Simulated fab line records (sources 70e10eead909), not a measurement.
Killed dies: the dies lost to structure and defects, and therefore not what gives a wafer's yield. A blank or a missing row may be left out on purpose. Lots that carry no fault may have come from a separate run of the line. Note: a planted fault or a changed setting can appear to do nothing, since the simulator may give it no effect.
Which tool did it? :: flow nandHarc :: Sampling: 24 lots, 72 wafers, 3 of 1302 route steps

## WHAT THE GAUGES READ, wafer by wafer
NHARC_A_M0_INSPECT_11.
lot: L074
measured: day 23 07:25
on: defectInspect-02
rawDefectCount: 20 27 26

lot: L076
measured: day 23 08:21
on: defectInspect-01
rawDefectCount: 13 18 12

lot: L075
measured: day 23 13:38
on: defectInspect-02
rawDefectCount: 73 93 65

lot: L078
measured: day 25 08:14
on: defectInspect-01
rawDefectCount: 22 23 32

lot: L079
measured: day 25 12:40
on: defectInspect-02
rawDefectCount: 66 67 64

lot: L077
measured: day 25 16:41
on: defectInspect-01
rawDefectCount: 150 151 162

lot: L080
measured: day 25 17:05
on: defectInspect-02
rawDefectCount: 129 136 126

lot: L081
measured: day 25 23:59
on: defectInspect-02
rawDefectCount: 120 103 105

lot: L082
measured: day 26 08:59
on: defectInspect-01
rawDefectCount: 88 76 91

lot: L084
measured: day 26 22:44
on: defectInspect-02
rawDefectCount: 117 150 137

lot: L083
measured: day 27 02:52
on: defectInspect-01
rawDefectCount: 72 67 50

lot: L085
measured: day 27 09:15
on: defectInspect-02
rawDefectCount: 30 37 39

lot: L086
measured: day 27 10:58
on: defectInspect-02
rawDefectCount: 114 122 127

lot: L087
measured: day 28 05:55
on: defectInspect-02
rawDefectCount: 111 151 136

lot: L090
measured: day 28 17:40
on: defectInspect-01
rawDefectCount: 65 75 85

lot: L088
measured: day 28 22:00
on: defectInspect-01
rawDefectCount: 81 89 99

lot: L089
measured: day 29 04:23
on: defectInspect-02
rawDefectCount: 102 94 106

lot: L092
measured: day 30 14:44
on: defectInspect-02
rawDefectCount: 59 71 67

lot: L091
measured: day 30 21:26
on: defectInspect-01
rawDefectCount: 154 139 161

lot: L093
measured: day 31 03:45
on: defectInspect-01
rawDefectCount: 62 76 70

lot: L094
measured: day 31 08:04
on: defectInspect-02
rawDefectCount: 60 64 71

lot: L095
measured: day 31 09:04
on: defectInspect-01
rawDefectCount: 78 57 71

lot: L097
measured: day 31 20:22
on: defectInspect-02
rawDefectCount: 56 67 60

lot: L096
measured: day 31 22:17
on: defectInspect-02
rawDefectCount: 65 59 68

## WHAT TOOL EACH LOT RAN ON (gives the tool, then ch and the chambers of the sampled wafers, and finally the start)
lot: L074
NHARC_A_CONTACT_CVD_19: cvdW-01 ch 0,1, day 23 05:07 or earlier
NHARC_A_BLC_DEGAS_30: pvdSputter-01, day 23 05:07

lot: L076
NHARC_A_CONTACT_CVD_19: cvdW-02 ch 0,1, day 23 05:57 or earlier
NHARC_A_BLC_DEGAS_30: pvdSputter-02, day 23 05:57

lot: L075
NHARC_A_CONTACT_CVD_19: cvdW-01 ch 0,1, day 23 11:14 or earlier
NHARC_A_BLC_DEGAS_30: pvdSputter-03, day 23 11:14

lot: L078
NHARC_A_CONTACT_CVD_19: cvdW-01 ch 0,1, day 25 05:58 or earlier
NHARC_A_BLC_DEGAS_30: pvdSputter-03, day 25 05:58

lot: L079
NHARC_A_CONTACT_CVD_19: cvdW-02 ch 0,1, day 25 10:16 or earlier
NHARC_A_BLC_DEGAS_30: pvdSputter-02, day 25 10:16

lot: L077
NHARC_A_CONTACT_CVD_19: cvdW-01 ch 0,1, day 25 14:17 or earlier
NHARC_A_BLC_DEGAS_30: pvdSputter-02, day 25 14:17

lot: L080
NHARC_A_CONTACT_CVD_19: cvdW-02 ch 0,1, day 25 14:48 or earlier
NHARC_A_BLC_DEGAS_30: pvdSputter-03, day 25 14:48

lot: L081
NHARC_A_CONTACT_CVD_19: cvdW-02 ch 0,1, day 25 21:33 or earlier
NHARC_A_BLC_DEGAS_30: pvdSputter-02, day 25 21:33

lot: L082
NHARC_A_CONTACT_CVD_19: cvdW-01 ch 1, day 26 06:35 or earlier
NHARC_A_BLC_DEGAS_30: pvdSputter-01, day 26 06:35

lot: L084
NHARC_A_CONTACT_CVD_19: cvdW-02 ch 0,1, day 26 20:17 or earlier
NHARC_A_BLC_DEGAS_30: pvdSputter-02, day 26 20:17

lot: L083
NHARC_A_CONTACT_CVD_19: cvdW-01 ch 0,1, day 27 00:28 or earlier
NHARC_A_BLC_DEGAS_30: pvdSputter-03, day 27 00:28

lot: L085
NHARC_A_CONTACT_CVD_19: cvdW-01 ch 0,1, day 27 06:50 or earlier
NHARC_A_BLC_DEGAS_30: pvdSputter-01, day 27 06:50

lot: L086
NHARC_A_CONTACT_CVD_19: cvdW-01 ch 0,1, day 27 08:23 or earlier
NHARC_A_BLC_DEGAS_30: pvdSputter-03, day 27 08:23

lot: L087
NHARC_A_CONTACT_CVD_19: cvdW-01 ch 0,1, day 28 03:30 or earlier
NHARC_A_BLC_DEGAS_30: pvdSputter-02, day 28 03:30

lot: L090
NHARC_A_CONTACT_CVD_19: cvdW-01 ch 0,1, day 28 15:23 or earlier
NHARC_A_BLC_DEGAS_30: pvdSputter-01, day 28 15:23

lot: L088
NHARC_A_CONTACT_CVD_19: cvdW-01 ch 0,1, day 28 19:44 or earlier
NHARC_A_BLC_DEGAS_30: pvdSputter-02, day 28 19:44

lot: L089
NHARC_A_CONTACT_CVD_19: cvdW-01 ch 0,1, day 29 01:52 or earlier
NHARC_A_BLC_DEGAS_30: pvdSputter-03, day 29 01:52

lot: L092
NHARC_A_CONTACT_CVD_19: cvdW-01 ch 0,1, day 30 12:20 or earlier
NHARC_A_BLC_DEGAS_30: pvdSputter-01, day 30 12:20

lot: L091
NHARC_A_CONTACT_CVD_19: cvdW-01 ch 0,1, day 30 19:03 or earlier
NHARC_A_BLC_DEGAS_30: pvdSputter-02, day 30 19:03

lot: L093
NHARC_A_CONTACT_CVD_19: cvdW-01 ch 0,1, day 31 01:19 or earlier
NHARC_A_BLC_DEGAS_30: pvdSputter-02, day 31 01:19

lot: L094
NHARC_A_CONTACT_CVD_19: cvdW-01 ch 0, day 31 05:40 or earlier
NHARC_A_BLC_DEGAS_30: pvdSputter-02, day 31 05:40

lot: L095
NHARC_A_CONTACT_CVD_19: cvdW-02 ch 0,1, day 31 06:40 or earlier
NHARC_A_BLC_DEGAS_30: pvdSputter-01, day 31 06:40

lot: L097
NHARC_A_CONTACT_CVD_19: cvdW-02 ch 0,1, day 31 17:57 or earlier
NHARC_A_BLC_DEGAS_30: pvdSputter-02, day 31 17:57

lot: L096
NHARC_A_CONTACT_CVD_19: cvdW-02 ch 0,1, day 31 19:53 or earlier
NHARC_A_BLC_DEGAS_30: pvdSputter-02, day 31 19:53
- NHARC_A_CONTACT_CVD_19: deposits W, target thk 300 nm, time 802 s.
- NHARC_A_BLC_DEGAS_30: time 60 s.

## WHAT THE TOOLS THEMSELVES READ (means of the sampled wafers that have a number; where no wafer has one, the mark that the record gives instead)
NHARC_A_CONTACT_CVD_19.
lot: L074
tool: cvdW-01
heaterPowerW (W): 476
mfcH2Sccm (sccm): 1598
throttleValvePct (%): 7.93

lot: L076
tool: cvdW-02
heaterPowerW (W): 468
mfcH2Sccm (sccm): 1601
throttleValvePct (%): 7.97

lot: L075
tool: cvdW-01
heaterPowerW (W): 469
mfcH2Sccm (sccm): 1607
throttleValvePct (%): 7.96

lot: L078
tool: cvdW-01
heaterPowerW (W): 487
mfcH2Sccm (sccm): 1597
throttleValvePct (%): 7.54

lot: L079
tool: cvdW-02
heaterPowerW (W): 465
mfcH2Sccm (sccm): 1602
throttleValvePct (%): 7.92

lot: L077
tool: cvdW-01
heaterPowerW (W): 502
mfcH2Sccm (sccm): 1600
throttleValvePct (%): 7.50

lot: L080
tool: cvdW-02
heaterPowerW (W): 462
mfcH2Sccm (sccm): 1603
throttleValvePct (%): 8.08

lot: L081
tool: cvdW-02
heaterPowerW (W): 470
mfcH2Sccm (sccm): 1606
throttleValvePct (%): 7.78

lot: L082
tool: cvdW-01
heaterPowerW (W): 511
mfcH2Sccm (sccm): 1598
throttleValvePct (%): 7.56

lot: L084
tool: cvdW-02
heaterPowerW (W): 464
mfcH2Sccm (sccm): 1596
throttleValvePct (%): 8.02

lot: L083
tool: cvdW-01
heaterPowerW (W): 489
mfcH2Sccm (sccm): 1599
throttleValvePct (%): 7.60

lot: L085
tool: cvdW-01
heaterPowerW (W): 495
mfcH2Sccm (sccm): 1602
throttleValvePct (%): 7.49

lot: L086
tool: cvdW-01
heaterPowerW (W): 502
mfcH2Sccm (sccm): 1596
throttleValvePct (%): 7.51

lot: L087
tool: cvdW-01
heaterPowerW (W): 494
mfcH2Sccm (sccm): 1596
throttleValvePct (%): 7.71

lot: L090
tool: cvdW-01
heaterPowerW (W): 493
mfcH2Sccm (sccm): 1603
throttleValvePct (%): 7.56

lot: L088
tool: cvdW-01
heaterPowerW (W): 496
mfcH2Sccm (sccm): 1598
throttleValvePct (%): 7.59

lot: L089
tool: cvdW-01
heaterPowerW (W): 501
mfcH2Sccm (sccm): 1601
throttleValvePct (%): 7.57

lot: L092
tool: cvdW-01
heaterPowerW (W): 488
mfcH2Sccm (sccm): 1599
throttleValvePct (%): 7.71

lot: L091
tool: cvdW-01
heaterPowerW (W): 486
mfcH2Sccm (sccm): 1609
throttleValvePct (%): 7.61

lot: L093
tool: cvdW-01
heaterPowerW (W): 505
mfcH2Sccm (sccm): 1597
throttleValvePct (%): 7.59

lot: L094
tool: cvdW-01
heaterPowerW (W): 474
mfcH2Sccm (sccm): 1604
throttleValvePct (%): 7.97

lot: L095
tool: cvdW-02
heaterPowerW (W): 464
mfcH2Sccm (sccm): 1603
throttleValvePct (%): 7.80

lot: L097
tool: cvdW-02
heaterPowerW (W): 475
mfcH2Sccm (sccm): 1598
throttleValvePct (%): 7.83

lot: L096
tool: cvdW-02
heaterPowerW (W): 480
mfcH2Sccm (sccm): 1599
throttleValvePct (%): 7.79

NHARC_A_BLC_DEGAS_30.
lot: L074
tool: pvdSputter-01
heaterPowerW (W): 437

lot: L076
tool: pvdSputter-02
heaterPowerW (W): 444

lot: L075
tool: pvdSputter-03
heaterPowerW (W): 447

lot: L078
tool: pvdSputter-03
heaterPowerW (W): 448

lot: L079
tool: pvdSputter-02
heaterPowerW (W): 421

lot: L077
tool: pvdSputter-02
heaterPowerW (W): 440

lot: L080
tool: pvdSputter-03
heaterPowerW (W): 446

lot: L081
tool: pvdSputter-02
heaterPowerW (W): 441

lot: L082
tool: pvdSputter-01
heaterPowerW (W): 481

lot: L084
tool: pvdSputter-02
heaterPowerW (W): 414

lot: L083
tool: pvdSputter-03
heaterPowerW (W): 453

lot: L085
tool: pvdSputter-01
heaterPowerW (W): 483

lot: L086
tool: pvdSputter-03
heaterPowerW (W): 453

lot: L087
tool: pvdSputter-02
heaterPowerW (W): 418

lot: L090
tool: pvdSputter-01
heaterPowerW (W): 482

lot: L088
tool: pvdSputter-02
heaterPowerW (W): 418

lot: L089
tool: pvdSputter-03
heaterPowerW (W): 459

lot: L092
tool: pvdSputter-01
heaterPowerW (W): 485

lot: L091
tool: pvdSputter-02
heaterPowerW (W): 429

lot: L093
tool: pvdSputter-02
heaterPowerW (W): 418

lot: L094
tool: pvdSputter-02
heaterPowerW (W): 409

lot: L095
tool: pvdSputter-01
heaterPowerW (W): 470

lot: L097
tool: pvdSputter-02
heaterPowerW (W): 414

lot: L096
tool: pvdSputter-02
heaterPowerW (W): 414

## THE ANSWER, worked out from the rows above alone
Rule: usual is defined by the lots themselves. The widest of any qualifying gaps counts: lots, ordered by their means at a reading, are off when they make up no more than a third of the lots, leave a main group of 4 or more, and stand apart from it by 3 or more times the standard deviation of that group's means. If all means in a main group match to the digits the tables above print for the reading, that group is not used. Also off: a lot with no number at a reading for which 4 or more lots have one. Any other lot the step has rows for is counted as sound. Order of review: gauges by route order, followed by the tools' own readings, for which a lot's mean as printed above is used. At the first step where some lot is off, the reading lying furthest off is the one used; lots without a number count as furthest.
Across all readings shown, no lot is off: no conclusion can be drawn from this.

## WHAT THE SIMULATOR HAD INSERTED
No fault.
